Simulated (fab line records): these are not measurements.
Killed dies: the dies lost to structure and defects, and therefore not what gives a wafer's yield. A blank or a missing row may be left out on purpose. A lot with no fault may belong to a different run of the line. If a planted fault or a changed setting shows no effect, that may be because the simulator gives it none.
fab line records	flow nandHarc	part 1 of 2: steps 1 to 38 of 39
record lots=7	wafers=21	lastDay=31
route steps=1302 shown P_M1@296 P_M2@318 END@1302
lots that met no fault: from a run of the same line without faults
startH: hours from the record's first day to the start of the lot's first wafer shown	waitH: time in hours since the lot's previous step	" the same as in the row above	L1.1+2: several wafers, shown together as one row	- no value present, or no start provided	* or withheld: withheld	< > ~ a bound
route shown NAME@n: names a module that has steps shown in the file, with the first one's number in the route	usual: average and standard deviation across the fault-free wafers	same: alike in all rows	chamber/n: place in a boat	sites: readings site by site	_std_site: the values' standard deviation	_edge_site: the outer-site mean with the inner-site mean subtracted	radiusMm: how far each site lies from the wafer's centre	mask NAME#n: copy n	behind: the tool/chamber that last shaped the wafer	hold: why the lot was held/for how many hours/how that ended	device: whichever transistor did not switch (one of n, p or np)	end of line: the tests these same wafers got at the end of their route	where a step has no rows: the recipe by itself	killed: not the wafer's yield, but the dies lost to structure and defects at the first sort	map: dies across one wafer; x = killed, . = not, _ = none there
set.NAME: the setting as run; set.NAME@STEP: as run at that earlier step	model.NAME: the simulator's own value behind a step, which no gauge read
lots at some steps of the route; a table a step, a row a wafer
services: from which hour (startH, from the record's first day; less than 0 if before it) a tool's chamber was out of use, for how many hours, and why
## steps
# step NHARC_P_M1_OVL_MEAS_10
# recipe pitchNm=260
# usual overlayXNm=-0.2/0.75	overlayYNm=0.0/0.85
lot.wafer	tool	chamber	startH	waitH	overlayXNm	overlayYNm
L716.2	overlay-02	-	125.45	-	-0.6	0.0
L716.3	"	-	"	"	0.0	0.1
L716.6	"	-	"	"	-0.4	0.2
L717.2	overlay-01	-	132.76	-	-1.0	-0.6
L717.3	"	-	"	"	-0.4	-0.5
L717.4	"	-	"	"	-1.1	0.0
L723.4	overlay-02	-	196.66	-	-1.2	-0.6
L723.5	"	-	"	"	-0.7	-0.6
L723.6	"	-	"	"	-0.6	-0.4
L724.1	overlay-02	-	204.36	-	0.4	-1.3
L724.2	"	-	"	"	0.4	-0.7
L724.6	"	-	"	"	1.1	-1.1
L730.1	overlay-02	-	278.35	-	-1.2	-1.4
L730.4	"	-	"	"	-1.5	-1.6
L730.6	"	-	"	"	-0.9	-0.7
L732.2	overlay-02	-	288.87	-	0.4	-0.1
L732.4	"	-	"	"	0.9	0.4
L732.5	"	-	"	"	0.5	0.2
L733.2	overlay-01	-	291.16	-	-0.1	-1.0
L733.5	"	-	"	"	0.6	-0.9
L733.6	"	-	"	"	0.5	-0.7
# step NHARC_P_M1_INSPECT_11
# usual rawDefectCount=4.4/2.7
lot.wafer	tool	chamber	startH	waitH	rawDefectCount
L716.2	defectInspect-01	-	125.49	0.0	5
L716.3	"	-	"	"	3
L716.6	"	-	"	"	5
L717.2	defectInspect-01	-	132.80	0.0	1
L717.3	"	-	"	"	5
L717.4	"	-	"	"	3
L723.4	defectInspect-01	-	196.69	0.0	4
L723.5	"	-	"	"	4
L723.6	"	-	"	"	7
L724.1	defectInspect-01	-	204.40	0.0	9
L724.2	"	-	"	"	14
L724.6	"	-	"	"	13
L730.1	defectInspect-01	-	278.39	0.0	6
L730.4	"	-	"	"	3
L730.6	"	-	"	"	2
L732.2	defectInspect-01	-	288.91	0.0	2
L732.4	"	-	"	"	5
L732.5	"	-	"	"	2
L733.2	defectInspect-02	-	291.20	0.0	1
L733.5	"	-	"	"	2
L733.6	"	-	"	"	7
# step NHARC_P_M1_DESCUM_14
# recipe timeS=3	o2FlowSccm=200	arFlowSccm=0	biasPowerW=0	chemistry=O2
# usual drypumpMotorCurrentA=5.9/0.42	oesProductAu=0.997/0.012	rfVppV=57.9/0.98	showerheadPlenumPTorr=1.92/0.087	throttleValvePct=11.311/0.0098
lot.wafer	tool	chamber	startH	waitH	drypumpMotorCurrentA	oesProductAu	rfHoursCounterH	rfVppV	showerheadPlenumPTorr	throttleValvePct
L716.3	rieDiel-06	0	125.56	0.1	5.7	0.993	11	58.5	1.95	11.304
L716.2	"	2	"	"	6.7	0.990	12	58.6	1.92	11.313
L716.6	"	3	"	"	6.1	1.008	-	58.5	1.98	11.314
L717.2	rieDiel-08	0	132.87	0.1	5.5	0.996	9	56.7	1.79	11.314
L717.3	"	1	"	"	6.2	1.015	9	57.6	1.85	11.326
L717.4	"	0	"	"	5.5	1.011	-	56.0	1.79	11.303
L723.4	rieDiel-06	2	196.75	0.1	6.7	0.995	5	58.4	1.91	11.324
L723.6	"	2	"	"	6.7	0.997	-	56.7	1.92	11.306
L723.5	"	3	"	"	6.1	1.013	-	57.4	1.98	11.320
L724.1	rieDiel-08	3	204.46	0.1	6.3	0.993	0	57.4	2.06	11.301
L724.2	"	2	"	"	5.6	0.991	0	57.5	1.90	11.301
L724.6	"	3	"	"	6.3	0.980	-	60.1	2.05	11.293
L730.1	rieDiel-08	0	278.45	0.1	5.5	0.996	7	57.8	1.79	11.319
L730.4	"	1	"	"	6.2	0.990	7	58.3	1.84	11.311
L730.6	"	0	"	"	5.5	1.002	-	57.1	1.79	11.296
L732.4	rieDiel-08	0	288.97	0.1	5.5	0.996	8	57.6	1.79	11.320
L732.2	"	3	"	"	6.3	0.992	8	59.3	2.05	11.299
L732.5	"	1	"	"	6.2	0.992	-	58.4	1.84	11.320
L733.2	rieDiel-08	0	291.27	0.1	5.5	0.995	9	58.4	1.79	11.318
L733.5	"	3	"	"	6.3	0.994	-	58.4	2.05	11.316
L733.6	"	0	"	"	5.5	0.992	-	57.6	1.79	11.321
# step NHARC_P_M1_ETCH_35
# recipe targetDepthA=400	overetchA=120	timeS=43.94	ionEnergyEv=200	n2FlowSccm=150	h2FlowSccm=150	arFlowSccm=0	rfW=400	biasW=150	chemistry=N2/H2
# usual drypumpMotorCurrentA=5.9/0.4	h2FlowSccm=150.0/0.5	oesProductAu=0.999/0.011	rfVppV=430.5/2.6	showerheadPlenumPTorr=2.04/0.092	throttleValvePct=14.170/0.0093
lot.wafer	tool	chamber	startH	waitH	drypumpMotorCurrentA	h2FlowSccm	oesProductAu	rfHoursCounterH	rfVppV	showerheadPlenumPTorr	throttleValvePct
L716.3	rieDiel-06	0	125.64	0.1	5.7	149.8	0.999	11	430.8	2.08	14.161
L716.2	"	2	"	"	6.7	149.2	0.988	12	429.9	2.04	14.182
L716.6	"	0	"	"	5.7	149.9	0.985	-	431.5	2.08	14.165
L717.2	rieDiel-08	1	132.96	0.1	6.2	150.6	1.018	9	429.0	1.97	14.162
L717.3	"	3	"	"	6.3	150.3	1.013	9	435.3	2.20	14.155
L717.4	"	0	"	"	5.5	148.7	1.005	-	426.2	1.91	14.175
L723.4	rieDiel-06	3	196.84	0.1	6.1	150.0	1.020	5	432.7	2.11	14.166
L723.6	"	2	"	"	6.7	150.7	1.009	-	430.1	2.04	14.174
L723.5	"	3	"	"	6.1	149.9	1.007	-	430.9	2.11	14.149
L724.1	rieDiel-08	3	204.55	0.1	6.3	149.7	0.996	0	434.5	2.19	14.153
L724.2	"	0	"	"	5.5	150.7	1.004	1	428.5	1.91	14.166
L724.6	"	3	"	"	6.3	149.9	0.992	-	434.3	2.19	14.179
L730.4	rieDiel-08	1	278.54	0.1	6.2	150.3	0.992	7	429.5	1.96	14.180
L730.1	"	3	"	"	6.3	150.6	0.992	7	435.6	2.19	14.157
L730.6	"	1	"	"	6.2	150.7	0.993	-	431.1	1.96	14.155
L732.4	rieDiel-08	0	289.06	0.1	5.5	149.7	0.994	8	425.5	1.90	14.177
L732.2	"	2	"	"	5.6	149.8	0.976	8	430.1	2.02	14.174
L732.5	"	0	"	"	5.5	150.0	0.997	-	427.3	1.90	14.175
L733.2	rieDiel-08	1	291.35	0.1	6.2	149.6	0.994	8	428.8	1.96	14.159
L733.6	"	0	"	"	5.5	150.1	1.002	-	426.5	1.90	14.160
L733.5	"	1	"	"	6.2	150.1	0.995	-	429.0	1.96	14.161
# step NHARC_P_M1_ETCH_15
# recipe targetDepthA=1825	timeS=91.2	c4f8FlowSccm=withheld	arFlowSccm=400	rfW=600	biasW=300	chemistry=C4F8/Ar
# usual oesProductAu=0.954/0.021	rfVppV=440.9/2.8
lot.wafer	tool	chamber	startH	waitH	oesProductAu	rfHoursCounterH	rfVppV
L716.2	rieDiel-06	0	-	-	0.925	11	441.0
L716.3	"	2	"	"	0.926	12	441.6
L716.6	"	0	"	"	0.927	-	442.0
L717.2	rieDiel-08	0	-	-	0.933	9	436.7
L717.3	"	3	"	"	0.928	9	445.7
L717.4	"	1	"	"	0.930	-	440.1
L723.4	rieDiel-06	2	-	-	0.954	5	441.4
L723.6	"	1	"	"	0.969	-	444.0
L723.5	"	2	"	"	0.947	-	440.6
L724.1	rieDiel-08	1	-	-	0.983	1	436.6
L724.2	"	3	"	"	0.952	0	445.7
L724.6	"	2	"	"	0.974	-	441.8
L730.1	rieDiel-08	3	-	-	0.957	7	445.3
L730.4	"	1	"	"	0.957	7	437.1
L730.6	"	2	"	"	0.957	-	440.6
L732.2	rieDiel-08	0	-	-	0.966	8	436.2
L732.4	"	1	"	"	0.958	8	438.8
L732.5	"	0	"	"	0.969	-	435.1
L733.2	rieDiel-08	0	-	-	0.957	9	437.4
L733.5	"	3	"	"	0.948	-	443.7
L733.6	"	0	"	"	0.956	-	435.9
# step NHARC_P_M1_CD_MEAS_16
# usual cdNm=130.2/0.75
lot.wafer	tool	chamber	startH	waitH	cdNm
L716.2	cdSem-02	-	125.86	-	129.7
L716.3	"	-	"	"	129.7
L716.6	"	-	"	"	129.4
L717.2	cdSem-03	-	133.21	-	129.3
L717.3	"	-	"	"	129.7
L717.4	"	-	"	"	129.4
L723.4	cdSem-01	-	197.07	-	130.4
L723.5	"	-	"	"	129.0
L723.6	"	-	"	"	130.7
L724.1	cdSem-01	-	204.76	-	131.8
L724.2	"	-	"	"	130.3
L724.6	"	-	"	"	131.8
L730.1	cdSem-02	-	278.75	-	129.5
L730.4	"	-	"	"	130.1
L730.6	"	-	"	"	130.2
L732.2	cdSem-03	-	289.28	-	129.7
L732.4	"	-	"	"	130.1
L732.5	"	-	"	"	130.6
L733.2	cdSem-01	-	291.56	-	129.2
L733.5	"	-	"	"	129.9
L733.6	"	-	"	"	129.9
# step NHARC_P_M1_STRIP_18
# recipe powerW=1000	n2FlowSccm=150	h2FlowSccm=150	arFlowSccm=0	biasW=0	chemistry=N2/H2
# step NHARC_P_M1_ETCH_28
# recipe targetDepthA=300	overEtchFrac=0.3	timeS=72.99	ionEnergyEv=150	cf4FlowSccm=50	n2FlowSccm=100	arFlowSccm=150	rfW=300	biasW=100	chemistry=CF4/N2
# step NHARC_P_M1_STRIP_19
# recipe timeS=600	tempC=30	chemistry=postEtchResidueRemover
# step NHARC_P_M1_DEGAS_29
# recipe tempC=250	timeS=60
# step NHARC_P_M1_PRE_CLEAN_30
# recipe timeS=30	tempC=280	gas=H2/He
# step NHARC_P_M1_PVD_20
# recipe targetThkA=50	biasV=168.6	powerW=15000	chamberPressurePa=0.12	timeS=8.06	substrateTempC=50	material=TaN
# usual substrateTempC=50.01/0.12	throttleValvePct=30.8/0.92
lot.wafer	tool	chamber	startH	waitH	substrateTempC	throttleValvePct
L716.3	pvdSputter-03	-	-	-	50.14	30.9
L716.2	"	-	"	"	50.15	31.1
L716.6	"	-	"	"	50.06	30.7
L717.4	pvdSputter-02	-	-	-	50.05	29.8
L717.3	"	-	"	"	49.96	30.8
L717.2	"	-	"	"	49.98	29.7
L723.4	pvdSputter-02	-	-	-	50.07	30.0
L723.5	"	-	"	"	50.07	30.9
L723.6	"	-	"	"	50.15	30.2
L724.2	pvdSputter-02	-	-	-	50.13	29.6
L724.1	"	-	"	"	49.87	31.8
L724.6	"	-	"	"	50.02	29.5
L730.4	pvdSputter-03	-	-	-	50.15	30.3
L730.1	"	-	"	"	50.02	30.5
L730.6	"	-	"	"	50.06	30.2
L732.4	pvdSputter-03	-	-	-	49.94	30.1
L732.2	"	-	"	"	49.72	30.5
L732.5	"	-	"	"	49.94	32.3
L733.2	pvdSputter-03	-	-	-	50.00	32.4
L733.5	"	-	"	"	50.16	32.2
L733.6	"	-	"	"	49.91	30.8
# step NHARC_P_M1_PVD_21
# recipe targetThkA=300	chamberPressurePa=5	powerW=5000	substrateTempC=30	timeS=20.49	material=Cu
# usual substrateTempC=30.00/0.11	throttleValvePct=30.8/0.89
lot.wafer	tool	chamber	startH	waitH	substrateTempC	throttleValvePct
L716.2	pvdSputter-03	-	126.82	-	29.91	31.8
L716.3	"	-	"	"	29.95	30.8
L716.6	"	-	"	"	29.95	30.8
L717.3	pvdSputter-02	-	134.57	-	30.00	29.9
L717.2	"	-	"	"	30.14	29.8
L717.4	"	-	"	"	29.89	31.6
L723.4	pvdSputter-02	-	198.04	-	30.11	31.7
L723.5	"	-	"	"	29.91	30.6
L723.6	"	-	"	"	30.08	30.0
L724.2	pvdSputter-02	-	205.70	-	30.05	30.9
L724.1	"	-	"	"	30.07	31.5
L724.6	"	-	"	"	30.09	30.6
L730.4	pvdSputter-03	-	279.70	-	30.00	30.3
L730.1	"	-	"	"	30.10	30.0
L730.6	"	-	"	"	30.07	32.2
L732.4	pvdSputter-03	-	290.24	-	30.01	30.5
L732.2	"	-	"	"	30.05	32.1
L732.5	"	-	"	"	30.04	30.3
L733.2	pvdSputter-03	-	292.71	-	29.98	32.1
L733.6	"	-	"	"	29.98	30.0
L733.5	"	-	"	"	30.11	30.2
# step NHARC_P_M1_ECD_22
# recipe targetThkA=4000	bathTempC=25	material=Cu
# step NHARC_P_M1_ANNEAL_31
# recipe tempC=225	timeS=90
# step NHARC_P_M1_CMP_23
# recipe tOverpolishS=20	targetThkNm=157.82
# step NHARC_P_M1_SRD_25
# step NHARC_P_M1_PRE_CLEAN_32
# recipe timeS=12	tempC=370	rfPowerW=300	gas=NH3
# step NHARC_P_M1_DEP_33
# recipe targetThkA=300	tempC=370	targetThkNm=30	pressureTorr=3	flowSccm=200	rfW=450	material=SiCN
# step NHARC_P_M2_DEP_00
# recipe targetThkA=1825	targetThkNm=182.5	tempC=withheld	pressureTorr=5	flowSccm=200	rfW=600	material=SiOC
# step NHARC_P_M2_DEHYDRATE_01
# recipe tempC=150	timeS=120
# step NHARC_P_M2_HMDS_02
# recipe timeS=30
# step NHARC_P_M2_COAT_34
# recipe tempC=200	timeS=65
# step NHARC_P_M2_COAT_03
# recipe spinRpm=1500	resistThkNm=90
# step NHARC_P_M2_SOFTBAKE_04
# recipe tempC=105	timeS=55
# step NHARC_P_M2_EBR_05
# step NHARC_P_M2_EXPOSE_06
# recipe na=1.35	targetCdNm=170	doseMj=80.78	maskId=P_M2
# step NHARC_P_M2_PEB_07
# recipe pebTempC=100	pebTimeS=65
# step NHARC_P_M2_DEVELOP_08
# recipe developTimeS=35	devTempC=23
# step NHARC_P_M2_CD_MEAS_09
# recipe targetCdNm=170	landingEnergyEv=500
# usual cdNm=170.3/0.62
lot.wafer	tool	chamber	startH	waitH	cdNm
L716.2	cdSem-01	0	129.43	-	169.5
L716.3	"	0	"	"	170.4
L716.6	"	0	"	"	169.5
L717.2	cdSem-01	0	137.17	-	169.9
L717.3	"	0	"	"	169.1
L717.4	"	0	"	"	170.1
L723.4	cdSem-02	0	200.75	-	170.3
L723.5	"	0	"	"	170.2
L723.6	"	0	"	"	170.1
L724.1	cdSem-02	0	208.41	-	170.6
L724.2	"	0	"	"	171.4
L724.6	"	0	"	"	169.8
L730.1	cdSem-01	0	282.71	-	171.1
L730.4	"	0	"	"	170.2
L730.6	"	0	"	"	171.1
L732.2	cdSem-01	0	292.85	-	170.7
L732.4	"	0	"	"	169.8
L732.5	"	0	"	"	169.7
L733.2	cdSem-02	0	295.41	-	170.4
L733.5	"	0	"	"	169.9
L733.6	"	0	"	"	170.1
# step NHARC_P_M2_OVL_MEAS_10
# recipe pitchNm=340
# usual overlayXNm=0.2/0.79	overlayYNm=-0.2/0.75
lot.wafer	tool	chamber	startH	waitH	overlayXNm	overlayYNm
L716.2	overlay-02	-	129.51	-	0.3	0.5
L716.3	"	-	"	"	0.5	-0.2
L716.6	"	-	"	"	0.4	0.2
L717.2	overlay-01	-	137.25	-	-1.0	0.6
L717.3	"	-	"	"	-1.2	0.2
L717.4	"	-	"	"	-0.9	0.7
L723.4	overlay-02	-	200.83	-	0.3	0.8
L723.5	"	-	"	"	1.2	0.2
L723.6	"	-	"	"	1.2	0.2
L724.1	overlay-02	-	208.50	-	-0.5	-1.4
L724.2	"	-	"	"	-0.9	-1.8
L724.6	"	-	"	"	-0.3	-2.0
L730.1	overlay-02	-	282.79	-	0.1	0.1
L730.4	"	-	"	"	0.1	0.2
L730.6	"	-	"	"	0.4	0.3
L732.2	overlay-01	-	292.94	-	-0.2	1.1
L732.4	"	-	"	"	-0.3	0.4
L732.5	"	-	"	"	-0.5	0.7
L733.2	overlay-02	-	295.50	-	0.6	0.5
L733.5	"	-	"	"	1.1	0.2
L733.6	"	-	"	"	0.8	1.1
# step NHARC_P_M2_DESCUM_14
# recipe timeS=3	o2FlowSccm=200	arFlowSccm=0	biasPowerW=0	chemistry=O2
# step NHARC_P_M2_ETCH_35
# recipe targetDepthA=400	overetchA=120	timeS=43.94	ionEnergyEv=200	n2FlowSccm=150	h2FlowSccm=150	arFlowSccm=0	rfW=400	biasW=150	chemistry=N2/H2
# step NHARC_P_M2_ETCH_15
# recipe targetDepthA=1825	timeS=91.2	c4f8FlowSccm=withheld	arFlowSccm=400	rfW=600	biasW=300	chemistry=C4F8/Ar
# usual oesProductAu=0.934/0.025	rfVppV=441.1/2.7
lot.wafer	tool	chamber	startH	waitH	oesProductAu	rfHoursCounterH	rfVppV
L716.3	rieDiel-02	3	-	-	0.916	7.6	437.2
L716.2	"	0	"	"	0.898	7.2	437.7
L716.6	"	1	"	"	0.920	-	439.2
L717.4	rieDiel-02	1	-	-	0.910	8.1	438.4
L717.2	"	2	"	"	0.914	8.5	444.0
L717.3	"	3	"	"	0.914	7.8	437.9
L723.4	rieDiel-13	1	-	-	0.927	1.3	444.0
L723.5	"	2	"	"	0.926	-	442.6
L723.6	"	3	"	"	0.910	-	443.3
L724.1	rieDiel-10	3	-	-	0.958	5.3	441.5
L724.2	"	2	"	"	0.947	5.6	435.7
L724.6	"	0	"	"	0.983	-	444.9
L730.1	rieDiel-13	0	-	-	0.925	5.5	438.4
L730.4	"	2	"	"	0.913	-	443.2
L730.6	"	0	"	"	0.922	-	437.6
L732.2	rieDiel-13	0	-	-	0.934	5.8	440.8
L732.4	"	2	"	"	0.923	5.6	442.1
L732.5	"	1	"	"	0.936	-	444.2
L733.2	rieDiel-10	2	-	-	0.952	2.4	437.2
L733.6	"	3	"	"	0.981	-	442.3
L733.5	"	0	"	"	0.992	-	444.9
# step NHARC_P_M2_CD_MEAS_16
# usual cdNm=170.2/0.75
lot.wafer	tool	chamber	startH	waitH	cdNm
L716.2	cdSem-01	-	129.92	-	169.5
L716.3	"	-	"	"	171.1
L716.6	"	-	"	"	169.2
L717.2	cdSem-03	-	137.66	-	170.1
L717.3	"	-	"	"	168.9
L717.4	"	-	"	"	169.7
L723.4	cdSem-02	-	201.24	-	170.2
L723.5	"	-	"	"	170.2
L723.6	"	-	"	"	169.5
L724.1	cdSem-02	-	208.90	-	170.6
L724.2	"	-	"	"	171.3
L724.6	"	-	"	"	169.8
L730.1	cdSem-03	-	283.24	-	171.0
L730.4	"	-	"	"	169.3
L730.6	"	-	"	"	170.0
L732.2	cdSem-02	-	293.34	-	169.7
L732.4	"	-	"	"	169.9
L732.5	"	-	"	"	169.8
L733.2	cdSem-03	-	295.90	-	171.2
L733.5	"	-	"	"	170.8
L733.6	"	-	"	"	171.0
# step NHARC_P_M2_STRIP_18
# recipe powerW=1000	n2FlowSccm=150	h2FlowSccm=150	arFlowSccm=0	biasW=0	chemistry=N2/H2
# step NHARC_P_M2_ETCH_28
# recipe targetDepthA=300	overEtchFrac=0.3	timeS=72.99	ionEnergyEv=150	cf4FlowSccm=50	n2FlowSccm=100	arFlowSccm=150	rfW=300	biasW=100	chemistry=CF4/N2
# step NHARC_P_M2_STRIP_19
# recipe timeS=600	tempC=30	chemistry=postEtchResidueRemover
